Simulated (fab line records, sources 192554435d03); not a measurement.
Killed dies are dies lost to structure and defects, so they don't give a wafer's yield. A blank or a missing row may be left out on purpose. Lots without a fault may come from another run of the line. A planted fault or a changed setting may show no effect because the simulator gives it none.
A struck lot beside a sound one | flow n5_finfet | 16 steps out of a route of 1938
Sound: wafers L545.1, L545.4, L545.5. Struck: wafer L539.2. (L539.1 of the same lot was not struck and is left out.) The cause comes at the end.
At each step with rows: each side's tool, then ch and its chambers, then its first start. Under that, the readings that differ: sound wafers | struck wafers | difference of the means | sigmas: that difference in standard deviations of wafers without a fault.
alike: readings whose means differ by less than 2 such deviations, and words and numbers that are the same on both sides. not compared: withheld readings, readings that some wafer has no value for, bounds like >300 that may hide the same value, and numbers for which the record gives no deviation and whose values overlap.
The two part at a step that has a row with sigmas, a row that says differs or no value, or rows on one side only. Numbers that don't overlap but have no deviation are shown without sigmas and don't part them. A reading that every wafer of one side lacks parts them only if that side has two wafers or more.

first, 5 steps without rows for these wafers: N5_BEOL_M0_SAQP_EBR_10; N5_BEOL_M0_SAQP_SOFTBAKE_09 (time 60 s); N5_BEOL_M0_SAQP_EXPOSE_11 (exposes mask M0 CORE, target cd 42 nm); N5_BEOL_M0_SAQP_PEB_12 (peb time 60 s); N5_BEOL_M0_SAQP_DEVELOP_13 (develop time 30 s).
N5_BEOL_M0_SAQP_CD_MEAS_14: target cd 42.5 nm.
  sound on cd_sem-02 ch 0, day 10 11:23; struck on cd_sem-01 ch 0, day 9 02:16
  alike: cd_nm
N5_BEOL_M0_SAQP_OVL_MEAS_15:
  sound on overlay-01 ch 0, day 10 11:25; struck on overlay-01 ch 0, day 9 02:17
  reading          | sound       | struck | difference | sigmas
  M0_CORE_OVL (nm) | 1.2 0.0 0.6 | -0.6   | -1.2       | -2
N5_BEOL_M0_SAQP_INSPECT_16: inspects for defects (brightfield).
  sound on defect_inspect-01, day 10 11:26; struck on defect_inspect-01, day 9 02:19
  alike: raw_defect_count
N5_BEOL_M0_SAQP_DESCUM_19: chemistry O2, time 7.9 s.
  sound on rie_diel-05 ch 1,3, day 10 11:28; struck on rie_diel-04 ch 2, day 9 02:21
  reading                         | sound          | struck | difference | sigmas
  showerhead_plenum_p_Torr (Torr) | 2.02 2.23 2.23 | 2.00   | -0.16      | -2
  alike: drypump_motor_current_A, oes_product_au, rf_vpp_V, throttle_valve_pct
  not compared: rf_hours_counter_h
N5_BEOL_M0_SAQP_ETCH_83: etches SiARC in CF4, target depth 39 nm, time 65 s.
  sound on rie_diel-05 ch 1,3, day 10 11:31; struck on rie_diel-04 ch 2, day 9 02:23
  reading                         | sound          | struck | difference | sigmas
  showerhead_plenum_p_Torr (Torr) | 2.09 2.26 2.26 | 2.07   | -0.13      | -2
  alike: cf4_flow_sccm, drypump_motor_current_A, etch_rf_on_time_s, oes_product_au, rf_vpp_V, throttle_valve_pct
  not compared: rf_hours_counter_h
N5_BEOL_M0_SAQP_ETCH_84: etches SOC in N2/H2, target depth 100 nm, overetch 20 nm, time 150 s.
  sound on rie_diel-05 ch 1,3, day 10 11:34; struck on rie_diel-04 ch 2, day 9 02:26
  reading                         | sound          | struck | difference | sigmas
  showerhead_plenum_p_Torr (Torr) | 2.47 2.69 2.69 | 2.44   | -0.18      | -2
  alike: drypump_motor_current_A, oes_product_au, rf_vpp_V, throttle_valve_pct
  not compared: rf_hours_counter_h
then, 1 step without rows for these wafers: N5_BEOL_M0_SAQP_STRIP_80 (strips in N2/H2).
N5_BEOL_M0_SAQP_HM_OPEN_112: chemistry CHF3/O2, target SiO2, stops on a-Si, target depth 12 nm, time 13.5 s.
  sound on rie_diel-05 ch 1,3, day 10 11:40; struck on rie_diel-04 ch 2, day 9 02:32
  reading                                         | sound          | struck | difference | sigmas
  rf_vpp_V (V)                                    | 515 521 521    | 499    | -20        | -2
  showerhead_plenum_p_Torr (Torr)                 | 2.36 2.54 2.54 | 2.33   | -0.15      | -2
  model.SiARC_of_BEOL_M0_SAQP_COAT_82.thk_nm (nm) | 5 4.8 4.6      | 15.4   | +10.6      |
  alike: CHF3_flow_sccm, drypump_motor_current_A, oes_product_au, throttle_valve_pct
  not compared: rf_hours_counter_h
then, 1 step without rows for these wafers: N5_BEOL_M0_SAQP_STRIP_113 (strips in CHF3/O2).
-- the record jumps here: 4 days lie between the struck wafers' starts before and after (it left off in module BEOL_M0_SAQP and takes up again in module BEOL_M4, whose first step shown is number 1111 of the route) --
N5_BEOL_M4_RC_MEAS_101:
  sound on prober-01 ch 0, day 14 09:37; struck on prober-02 ch 0, day 13 12:16
  alike: DIBL_N, DIBL_P, IOFF_N, IOFF_P, ION_N, ION_P, SS_N, SS_P, VT_N, VT_P
-- the record jumps here: 5 days lie between the struck wafers' starts before and after (it left off in module BEOL_M4 and takes up again in module PASSIVATION, whose first step shown is number 1936 of the route) --
N5_PASSIVATION_PROBE_49:
  the record has rows for the struck wafers here (prober-02, day 18 00:25) and none for the sound ones

WHERE THEY PART
First at N5_BEOL_M0_SAQP_OVL_MEAS_15; last, within this record, at N5_PASSIVATION_PROBE_49.

WHY: what the simulator had put in
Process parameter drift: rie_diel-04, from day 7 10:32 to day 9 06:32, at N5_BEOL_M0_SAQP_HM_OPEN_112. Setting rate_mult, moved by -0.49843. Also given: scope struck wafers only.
